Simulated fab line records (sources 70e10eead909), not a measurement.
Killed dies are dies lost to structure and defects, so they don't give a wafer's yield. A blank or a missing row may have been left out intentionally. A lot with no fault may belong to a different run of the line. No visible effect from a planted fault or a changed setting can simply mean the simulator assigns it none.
What tool caused it? -- flow nand-harc -- Sampling: 12 lots, 36 wafers, 5 of 1302 route steps

## WHAT EACH GAUGE READ, for each wafer
NHARC_P_M2_OVL_MEAS_10: pitch 340 nm. Usual: overlay-x-nm -0.2 nm, standard deviation 0.9; overlay-y-nm 0.0 nm, standard deviation 0.87.
lot,measured,on,overlay-x-nm (nm),overlay-y-nm (nm),flag
L899,day 6 12:25,overlay-02,0.4 -0.1 -0.1,-0.3 0.2 -0.4,
L900,day 6 23:24,overlay-02,1.2 0.9 1.0,-1.0 -0.9 -0.6,
L901,day 7 01:53,overlay-02,-0.3 -0.9 -0.9,0.0 -0.5 -0.4,
L910,day 10 22:06,overlay-02,-0.1 0.0 0.0,-0.8 -0.5 -0.6,
L911,day 11 08:07,overlay-01,1.5 1.1 1.2,0.1 0.1 0.8,
L912,day 12 12:17,overlay-02,-1.2 -1.1 -1.3,-0.1 0.5 -0.3,
L913,day 12 12:49,overlay-02,0.2 -0.1 -0.2,-1.4 -2.1 -1.9,
L915,day 13 01:02,overlay-02,-0.6 -0.1 0.1,0.5 0.6 0.2,
L919,day 14 10:14,overlay-02,0.3 0.3 0.8,-0.7 -0.4 -0.3,
L920,day 15 05:01,overlay-02,0.8 1.1 1.0,0.8 0.4 0.6,
L921,day 15 12:33,overlay-01,-0.7 -0.4 -0.9,-0.2 -0.2 0.6,
L922,day 15 21:44,overlay-01,-1.1 -1.0 -1.1,0.7 0.4 0.6,

NHARC_END_SORT_01. Usual: defect-limited-yield 91.5 %, standard deviation 2.9; killed-at-array 53, standard deviation 20; killed-at-other 1, standard deviation 1.2; killed-at-periphery 3.7, standard deviation 2.6; killed-dies 58, standard deviation 20; killed-open 3.5, standard deviation 1.8; killed-short 2.4, standard deviation 1.7; sort_bin_2_pct 3.1 %, standard deviation 1.3; sort_bin_3_pct 0.6 %, standard deviation 0.4; sort_bin_4_pct 4.9 %, standard deviation 1.7; sort-n-pass 619, standard deviation 20; sort-rim-yield-pct 92 %, standard deviation 4; sort-yield-pct 91.5 %, standard deviation 2.9.
lot,measured,on,defect-limited-yield (%),killed-at-array,killed-at-other,killed-at-periphery,killed-dies,killed-open,killed-short,sort_bin_2_pct (%),sort_bin_3_pct (%),sort_bin_4_pct (%),sort-n-pass,sort-rim-yield-pct (%),sort-yield-pct (%),flag
L910,day 29 04:59,prober-02,90.3 91.7 89.7,60 52 60,0 0 0,6 4 10,66 56 70,3 5 3,5 0 3,3.8 4.1 3.4,0.6 0.4 0.3,5.3 3.7 6.6,611 621 607,92 91 88,90.3 91.7 89.7,
L912,day 30 09:56,prober-01,91.7 88.5 90.3,53 68 64,0 1 1,3 9 1,56 78 66,2 4 2,1 2 4,2.5 4.7 3.2,1.2 0.7 0.4,4.6 6.1 6.1,621 599 611,92 94 96,91.7 88.5 90.3,
L913,day 30 01:22,prober-01,93.1 96.9 94.8,42 18 33,1 1 1,4 2 1,47 21 35,3 1 3,0 1 0,2.8 1.6 3.0,0.1 0.3 0.4,4.0 1.2 1.8,630 656 642,92 91 89,93.1 96.9 94.8,
L922,day 33 05:26,prober-01,89.8 91.1 92.8,56 55 42,2 1 0,11 4 7,69 60 49,5 4 4,2 0 1,3.7 3.8 2.2,1.0 0.6 0.3,5.5 4.4 4.7,608 617 628,86 94 89,89.8 91.1 92.8,

## TOOL THAT RAN EACH LOT (tool first, then ch and the chambers of the sampled wafers, then the start)
lot,NHARC_P_M1_PRE_CLEAN_32,NHARC_P_M2_DESCUM_14,NHARC_P_M2_PVD_20
L899,"pecvd-02 ch 1,2, day 6 10:57","rie-diel-09 ch 2,3, day 6 12:31","pvd-sputter-02, day 6 13:43"
L900,"pecvd-03 ch 0,1,2, day 6 21:59","rie-diel-08 ch 0,1,2, day 6 23:30","pvd-sputter-02, day 7 00:38"
L901,"pecvd-01 ch 0,1,2, day 7 00:36","rie-diel-08 ch 0,1,2, day 7 02:01","pvd-sputter-01, day 7 03:10"
L910,"pecvd-03 ch 0,2, day 10 20:41","rie-diel-08 ch 0,2, day 10 22:12","pvd-sputter-03, day 10 23:20"
L911,"pecvd-01 ch 0,1,2, day 11 06:44","rie-diel-08 ch 0,2,3, day 11 08:14","pvd-sputter-03, day 11 09:53"
L912,"pecvd-03 ch 0,1, day 12 10:59","rie-diel-08 ch 0,2, day 12 12:23","pvd-sputter-02, day 12 13:32"
L913,"pecvd-03 ch 0,1,2, day 12 11:32","rie-diel-02 ch 0,1,3, day 12 12:55","pvd-sputter-01, day 12 14:05"
L915,"pecvd-02 ch 0,1,2, day 12 23:39","rie-diel-02 ch 0,2,3, day 13 01:10","pvd-sputter-01, day 13 02:16"
L919,"pecvd-02 ch 0,1,2, day 14 08:50","rie-diel-02 ch 0,3, day 14 10:21","pvd-sputter-03, day 14 11:29"
L920,"pecvd-01 ch 1,2, day 15 03:27","rie-diel-09 ch 0,2,3, day 15 05:08","pvd-sputter-01, day 15 06:17"
L921,"pecvd-01 ch 0,1,2, day 15 11:10","rie-diel-02 ch 2,3, day 15 12:39","pvd-sputter-02, day 15 13:49"
L922,"pecvd-03 ch 0,1, day 15 20:19","rie-diel-08 ch 0,3, day 15 21:50","pvd-sputter-01, day 15 22:58"
- NHARC_P_M1_PRE_CLEAN_32: time 12 s.
- NHARC_P_M2_DESCUM_14: chemistry O2, time 3 s.
- NHARC_P_M2_PVD_20: deposits TaN, target thk 5 nm, time 8.06 s.

## AS READ BY THE TOOLS THEMSELVES (means over the sampled wafers that have a number; for cases with no such wafer, the mark the record gives instead)
NHARC_P_M1_PRE_CLEAN_32. Usual: heater-power-w 673 W, standard deviation 84.
lot,tool,heater-power-w (W),flag
L899,pecvd-02,699,
L900,pecvd-03,625,
L901,pecvd-01,643,
L910,pecvd-03,600,
L911,pecvd-01,679,
L912,pecvd-03,621,
L913,pecvd-03,659,
L915,pecvd-02,695,
L919,pecvd-02,699,
L920,pecvd-01,649,
L921,pecvd-01,662,
L922,pecvd-03,626,

NHARC_P_M2_DESCUM_14. Usual: drypump-motor-current-A 5.9 A, standard deviation 0.51; oes-product-au 1.001 a.u., standard deviation 0.0098; rf-vpp-V 57.9 V, standard deviation 0.94; showerhead-plenum-p-Torr 1.92 Torr, standard deviation 0.089; throttle-valve-pct 11.310 %, standard deviation 0.0094.
lot,tool,drypump-motor-current-A (A),oes-product-au (a.u.),rf-vpp-V (V),showerhead-plenum-p-Torr (Torr),throttle-valve-pct (%),flag
L899,rie-diel-09,6.2,1.013,56.8,1.79,11.300,
L900,rie-diel-08,6.2,1.007,58.4,1.99,11.316,
L901,rie-diel-08,6.2,0.998,57.1,1.99,11.319,
L910,rie-diel-08,5.8,1.006,58.1,2.01,11.316,
L911,rie-diel-08,5.9,1.005,58.2,1.97,11.316,
L912,rie-diel-08,6.3,1.000,58.1,1.98,11.313,
L913,rie-diel-02,5.7,0.997,58.3,1.91,11.311,
L915,rie-diel-02,5.4,0.998,56.6,1.88,11.311,
L919,rie-diel-02,5.3,1.001,57.8,1.96,11.312,
L920,rie-diel-09,6.0,1.007,56.9,1.82,11.308,
L921,rie-diel-02,5.4,1.007,57.7,1.86,11.311,
L922,rie-diel-08,6.0,0.999,57.4,1.93,11.314,

NHARC_P_M2_PVD_20. Usual: substrate-temp-c 49.99 C, standard deviation 0.12; throttle-valve-pct 29.4 %, standard deviation 1.
lot,tool,substrate-temp-c (C),throttle-valve-pct (%),flag
L899,pvd-sputter-02,49.92,29.1,
L900,pvd-sputter-02,50.02,29.9,
L901,pvd-sputter-01,49.95,29.2,
L910,pvd-sputter-03,49.92,28.5,
L911,pvd-sputter-03,49.96,28.6,
L912,pvd-sputter-02,50.07,29.5,
L913,pvd-sputter-01,49.87,30.0,
L915,pvd-sputter-01,50.00,30.4,
L919,pvd-sputter-03,49.99,29.3,
L920,pvd-sputter-01,50.07,29.5,
L921,pvd-sputter-02,49.97,29.7,
L922,pvd-sputter-01,49.87,28.9,

## THE ANSWER, worked out from the rows above alone
Rule: lot off if the mean of its wafers having a number is beyond 3 standard deviations from the usual mean. A lot without any number at a reading at which 4 lots or more have one is off too. Any other lot the step has rows for is counted as sound. After the gauges, taken in route order, come the tools' own readings; for these a lot's mean is taken, as printed above. At the first step where some lot is off, the reading lying furthest off is the one used; lots without a number count as furthest.
None of the lots is off at any reading shown; this tells nothing.

## WHAT WAS PUT IN BY THE SIMULATOR
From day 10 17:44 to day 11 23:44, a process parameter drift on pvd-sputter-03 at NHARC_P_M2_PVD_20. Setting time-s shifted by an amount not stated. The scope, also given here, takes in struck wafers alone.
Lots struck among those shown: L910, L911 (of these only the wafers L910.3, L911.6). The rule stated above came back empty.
